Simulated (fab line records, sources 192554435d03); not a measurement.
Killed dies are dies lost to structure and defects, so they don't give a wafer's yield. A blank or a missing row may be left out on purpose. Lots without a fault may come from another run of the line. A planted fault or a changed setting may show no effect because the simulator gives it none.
A struck lot beside a sound one | flow n5_finfet | 20 steps out of a route of 1938
Sound: wafers L917.2, L917.4, L917.5. Struck: wafers L914.1, L914.2, L914.4. The cause comes at the end.
At each step with rows: each side's tool, then ch and its chambers, then its first start. Under that, the readings that differ: sound wafers | struck wafers | difference of the means | sigmas: that difference in standard deviations of wafers without a fault.
alike: readings whose means differ by less than 2 such deviations, and words and numbers that are the same on both sides. not compared: withheld readings, readings that some wafer has no value for, bounds like >300 that may hide the same value, and numbers for which the record gives no deviation and whose values overlap.
The two part at a step that has a row with sigmas, a row that says differs or no value, or rows on one side only. Numbers that don't overlap but have no deviation are shown without sigmas and don't part them. A reading that every wafer of one side lacks parts them only if that side has two wafers or more.

first, 7 steps without rows for these wafers: N5_BEOL_M4_PRE_CLEAN_60 (time 15 s); N5_BEOL_M4_CO_CAP_55 (material Co, precursor CCTBA/H2, target thk 2 nm, time 102.1 s); N5_BEOL_M4_PRE_CLEAN_56 (time 15 s); N5_BEOL_M4_DEP_57 (deposits SiCN from 3MS/NH3, target thk 8 nm, time 14 s); N5_BEOL_M5_ILD_DEP_00 (deposits SiCOH lowk from DEMS/porogen, target thk 140.64 nm, time 25.9 s); N5_BEOL_M5_CURE_79 (cures SiCOH lowk, time 240 s); N5_BEOL_M5_PECVD_70 (deposits SiO2 from TEOS/O2, target thk 16 nm, time 18 s).
N5_BEOL_M5_HM_DEP_02: deposits TiN, target thk 20 nm.
  sound on pvd_sputter-03, day 17 04:23; struck on pvd_sputter-01, day 16 02:16
  alike: throttle_valve_pct
then, 9 steps without rows for these wafers: N5_BEOL_M5_COAT_59 (time 60 s, resist thk 60 nm); N5_BEOL_M5_COAT_60 (time 60 s, resist thk 12 nm); N5_BEOL_M5_COAT_71 (time 60 s, resist thk 5 nm); N5_BEOL_M5_COAT_05 (resist thk 30 nm); N5_BEOL_M5_EBR_07; N5_BEOL_M5_SOFTBAKE_06 (time 60 s); N5_BEOL_M5_EXPOSE_08 (exposes mask M5, target cd 28 nm); N5_BEOL_M5_PEB_09 (peb time 60 s); N5_BEOL_M5_DEVELOP_10 (develop time 30 s).
N5_BEOL_M5_INSPECT_13: inspects for defects (brightfield).
  sound on defect_inspect-01, day 17 06:03; struck on defect_inspect-02, day 16 02:52
  reading          | sound       | struck         | difference | sigmas
  raw_defect_count | 310 372 319 | 1512 1741 1602 | +1285      | +11
then, 1 step without rows for these wafers: N5_BEOL_M5_DESCUM_16 (chemistry O2, time 7 s).
-- the record jumps here: 4 days lie between the struck wafers' starts before and after (it left off in module BEOL_M5 and takes up again in module PASSIVATION, whose first step shown is number 1936 of the route) --
N5_PASSIVATION_PROBE_49:
  sound on prober-01, day 21 20:32; struck on prober-01, day 20 04:14
  reading                  | sound          | struck         | difference | sigmas
  defect_limited_yield (%) | 90.9 89.9 90.7 | 78.8 77.3 84.4 | -10.3      | -7
  killed_at_M4_up          | 9 13 8         | 149 166 116    | +134       | +25
  killed_dies              | 107 119 110    | 250 268 184    | +122       | +7
  killed_on_rim            | 15 23 12       | 33 30 28       | +14        | +3
  sort_bin_5_function (%)  | 5.2 5.7 4.6    | 13.1 13.7 9.6  | +7.0       | +7
  sort_n_pass              | 1073 1061 1070 | 930 912 996    | -122       | -7
  sort_yield_pct (%)       | 90.9 89.9 90.7 | 78.8 77.3 84.4 | -10.3      | -7
  alike: killed_at_M0_to_M3, killed_at_contacts, killed_at_front_end, killed_at_other, killed_open, killed_short, sort_bin_6_memory

WHERE THEY PART
First at N5_BEOL_M5_INSPECT_13; last, within this record, at N5_PASSIVATION_PROBE_49.

WHY: what the simulator had put in
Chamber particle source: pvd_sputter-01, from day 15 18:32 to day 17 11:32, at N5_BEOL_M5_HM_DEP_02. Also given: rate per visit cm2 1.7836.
